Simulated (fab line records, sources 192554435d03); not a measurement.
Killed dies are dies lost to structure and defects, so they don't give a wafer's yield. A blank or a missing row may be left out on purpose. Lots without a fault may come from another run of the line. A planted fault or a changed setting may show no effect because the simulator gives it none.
Chamber matching | flow n5_finfet | N5_BEOL_M0_CO_CAP_123 on cvd_co-02: 3 sister chambers
The step material Co, precursor CCTBA/H2, target thk 2 nm, time 102.1 s. 20 wafers are shown with their chamber, then 10 later ones without.

WAFERS WITH THEIR CHAMBER
wafer  | chamber | heater_power_w (W)
L074.4 | 0       | 265
L074.5 | 0       | 272
L074.6 | 2       | 212
L076.2 | 0       | 266
L076.3 | 2       | 208
L076.5 | 0       | 261
L081.2 | 2       | 208
L081.4 | 1       | 257
L081.5 | 0       | 269
L082.1 | 1       | 256
L082.3 | 2       | 207
L082.5 | 2       | 209
L080.2 | 0       | 275
L080.5 | 2       | 208
L080.6 | 1       | 250
L085.1 | 1       | 251
L085.2 | 2       | 203
L085.6 | 1       | 257
L084.2 | 2       | 209
L084.4 | 2       | 209

SIGNATURES (means of the wafers above)
reading        | chamber 0 | chamber 1 | chamber 2 | scatter within a chamber
heater_power_w | 268.00    | 254.20    | 208.11    | 3.59
Rule: a wafer's distance from a chamber is the root of the sum, over the readings, of the square of ((its reading less the chamber's mean) divided by the reading's scatter). The wafer belongs to the nearest chamber; if the next one is less than 2 further off, it can't be placed. The scatter: the root of (the sum of the squares of (reading less its chamber's mean) over the shown wafers, divided by (wafers less chambers)).

WAFERS WITHOUT THEIR CHAMBER
wafer  | heater_power_w (W)
L084.6 | 256
L088.2 | 254
L088.4 | 265
L088.5 | 252
L094.1 | 277
L094.5 | 255
L094.6 | 215
L095.2 | 258
L095.3 | 214
L095.4 | 213

WHICH CHAMBER EACH WENT THROUGH
wafer  | from the rows above     | in truth
L084.6 | 1                       | 1
L088.2 | 1                       | 1
L088.4 | 0                       | 0
L088.5 | 1                       | 1
L094.1 | 0                       | 0
L094.5 | 1                       | 1
L094.6 | 2                       | 2
L095.2 | can't be placed: 1 or 0 | 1
L095.3 | 2                       | 2
L095.4 | 2                       | 2
Placed correctly: 9 of 10. Can't be placed from these rows: 1 (the true chamber is among the candidates in 1). Placed wrongly: 0.
